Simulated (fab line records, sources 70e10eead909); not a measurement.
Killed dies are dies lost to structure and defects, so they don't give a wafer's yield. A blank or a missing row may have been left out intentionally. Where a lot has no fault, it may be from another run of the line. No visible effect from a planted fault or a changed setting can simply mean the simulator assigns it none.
Comparing a struck lot with a sound one    flow nand harc    15 out of 1302 route steps
Sound: wafers L743.2, L743.3, L743.6. Struck: wafers L761.2, L761.4. (L761.1 of the same lot was not struck and is left out.) The cause comes at the end.
Each step with rows lists, per side, the tool, then ch with its chambers, then its first start. Under that, the readings that differ: sound wafers    struck wafers    difference of the means    sigmas: that difference in standard deviations of wafers without a fault.
alike: same words and numbers on both sides, and readings whose means sit less than 2 such deviations apart. not compared: any withheld reading, any reading some wafer has no value for, any bound like >300 that may hide the same value, and any number with overlapping values for which the record gives no deviation.
A row with sigmas, a row that says differs or no value, or rows on one side alone: a step with any of these is where the two part. Numbers that don't overlap but have no deviation are shown without sigmas and don't part them. A reading missing from all wafers of one side parts the sides only when that side holds two or more wafers.

first, 2 steps without rows for these wafers: NHARC_A_CONTACT_STRIP_100 (strips in CF4/CHF3); NHARC_A_CONTACT_STRIP_101 (strips in O2/COS).
NHARC_A_CONTACT_ETCH_102: etches the open film in CF4/O2, target depth 100 nm, overetch 10 nm, time 55 s.
  sound on rie diel-04 ch 0,2, day 22 10:57; struck on rie diel-01 ch 1,3, day 29 12:04
reading                sound              struck       difference  sigmas
oes product au (a.u.)  0.986 0.996 0.985  1.012 1.009  +0.021      +3
  alike: drypump motor current A, rf fwd power W, rf vpp V, showerhead plenum p Torr, throttle valve pct
  not compared: rf hours counter h
NHARC_A_CONTACT_STRIP_55: strips in O2.
  sound on rie diel-04 ch 0,3; struck on rie diel-01 ch 1,3
  alike: drypump motor current A, oes product au, rf vpp V, showerhead plenum p Torr, throttle valve pct
  not compared: rf hours counter h
then, 1 step without rows for these wafers: NHARC_A_CONTACT_STRIP_56 (strips in post etch residue remover, time 600 s).
NHARC_A_CONTACT_DEP_57: deposits aC, target thk 5300 nm.
  sound on acl dep-01 ch 0, day 22 12:12; struck on acl dep-01 ch 0, day 29 17:08
  alike: throttle valve pct
NHARC_A_CONTACT_DEP_58: deposits SiON, target thk 90 nm.
  sound on pecvd-03 ch 0,2, day 22 14:53; struck on pecvd-03 ch 0,2, day 29 20:21
  alike: heater power w, rf fwd power W
then, 5 steps without rows for these wafers: NHARC_A_CONTACT_DEHYDRATE_59 (time 120 s); NHARC_A_CONTACT_HMDS_60 (time 30 s); NHARC_A_CONTACT_COAT_61 (time 75 s); NHARC_A_CONTACT_COAT_62 (time 65 s); NHARC_A_CONTACT_COAT_63 (resist thk 90 nm).
NHARC_A_CONTACT_SOFTBAKE_64: time 55 s.
  sound on litho track-04 ch 0, day 22 15:00; struck on litho track-04 ch 0, day 29 20:00
reading                   sound                 struck         difference  sigmas
heater power total W (W)  188.38 188.28 188.43  198.07 198.13  +9.74       +65
then, 2 steps without rows for these wafers: NHARC_A_CONTACT_EBR_65; NHARC_END_SORT_01.

WHERE THEY PART
Last at NHARC_A_CONTACT_SOFTBAKE_64 as far as this record goes, first at NHARC_A_CONTACT_ETCH_102.

WHY: whatever the simulator had introduced
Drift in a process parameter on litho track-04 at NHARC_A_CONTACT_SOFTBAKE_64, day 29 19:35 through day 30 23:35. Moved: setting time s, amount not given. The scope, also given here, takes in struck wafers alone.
